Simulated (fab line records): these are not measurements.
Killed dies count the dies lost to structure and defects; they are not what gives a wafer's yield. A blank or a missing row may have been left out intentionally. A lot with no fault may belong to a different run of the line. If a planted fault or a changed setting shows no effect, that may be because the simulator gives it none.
Matching of chambers + flow n5 finfet + rie diel-05 running N5_HKMG_FIN_STRIP_93: 4 sister chambers
The step strips SOC in N2/H2, time 20 s. 16 wafers are shown with their chamber, then 8 later ones without.

WAFERS, EACH WITH ITS CHAMBER
| wafer  | chamber | drypump motor current A (A) | showerhead plenum p Torr (Torr) | throttle valve pct (%) |
|--------|---------|-----------------------------|---------------------------------|------------------------|
| L080.1 | 3       | 5.7                         | 3.29                            | 18.7                   |
| L080.2 | 0       | 5.1                         | 3.45                            | 19.1                   |
| L080.4 | 1       | 5.5                         | 3.49                            | 19.4                   |
| L081.3 | 1       | 5.5                         | 3.49                            | 19.4                   |
| L081.5 | 2       | 6.6                         | 3.42                            | 18.6                   |
| L081.6 | 0       | 5.1                         | 3.45                            | 19.1                   |
| L083.1 | 0       | 5.1                         | 3.44                            | 19.2                   |
| L083.4 | 1       | 5.5                         | 3.49                            | 19.4                   |
| L083.6 | 3       | 5.7                         | 3.29                            | 18.7                   |
| L086.1 | 1       | 5.5                         | 3.48                            | 19.4                   |
| L086.2 | 0       | 5.1                         | 3.44                            | 19.2                   |
| L086.3 | 2       | 6.6                         | 3.42                            | 18.7                   |
| L091.1 | 2       | 6.7                         | 3.41                            | 18.7                   |
| L091.3 | 0       | 5.1                         | 3.43                            | 19.2                   |
| L091.4 | 3       | 5.7                         | 3.28                            | 18.7                   |
| L092.2 | 2       | 6.6                         | 3.41                            | 18.7                   |

SIGNATURES, as means of the wafers listed above
| reading                  | chamber 0 | chamber 1 | chamber 2 | chamber 3 | scatter within a chamber |
|--------------------------|-----------|-----------|-----------|-----------|--------------------------|
| drypump motor current A  | 5.100     | 5.500     | 6.625     | 5.700     | 0.025                    |
| showerhead plenum p Torr | 3.4420    | 3.4875    | 3.4150    | 3.2867    | 0.00659                  |
| throttle valve pct       | 19.160    | 19.400    | 18.675    | 18.700    | 0.0403                   |
Rule: a wafer's distance from a chamber is the root of the sum, over the readings, of the square of ((its reading less the chamber's mean) divided by the reading's scatter). If the next closest chamber is less than 2 further off than the closest, the wafer can't be placed; otherwise it belongs to the closest. How the scatter is found: for the shown wafers, subtract from each reading the mean of its chamber, square and add these, divide the total by (wafers less chambers), then take the root.

WAFERS WHOSE CHAMBER IS MISSING
| wafer  | drypump motor current A (A) | showerhead plenum p Torr (Torr) | throttle valve pct (%) |
|--------|-----------------------------|---------------------------------|------------------------|
| L092.3 | 5.5                         | 3.48                            | 19.4                   |
| L092.5 | 6.6                         | 3.41                            | 18.7                   |
| L093.1 | 5.5                         | 3.48                            | 19.4                   |
| L093.2 | 5.1                         | 3.43                            | 19.2                   |
| L093.6 | 6.6                         | 3.41                            | 18.7                   |
| L094.2 | 5.5                         | 3.47                            | 19.4                   |
| L094.5 | 5.7                         | 3.27                            | 18.7                   |
| L094.6 | 5.1                         | 3.43                            | 19.2                   |

WHICH CHAMBER EACH ONE RAN IN
| wafer  | from the rows above | in truth |
|--------|---------------------|----------|
| L092.3 | 1                   | 1        |
| L092.5 | 2                   | 2        |
| L093.1 | 1                   | 1        |
| L093.2 | 0                   | 0        |
| L093.6 | 2                   | 2        |
| L094.2 | 1                   | 1        |
| L094.5 | 3                   | 3        |
| L094.6 | 0                   | 0        |
Correct placement for 8 of the 8. Can't be placed from these rows: 0. 0 placed wrongly.
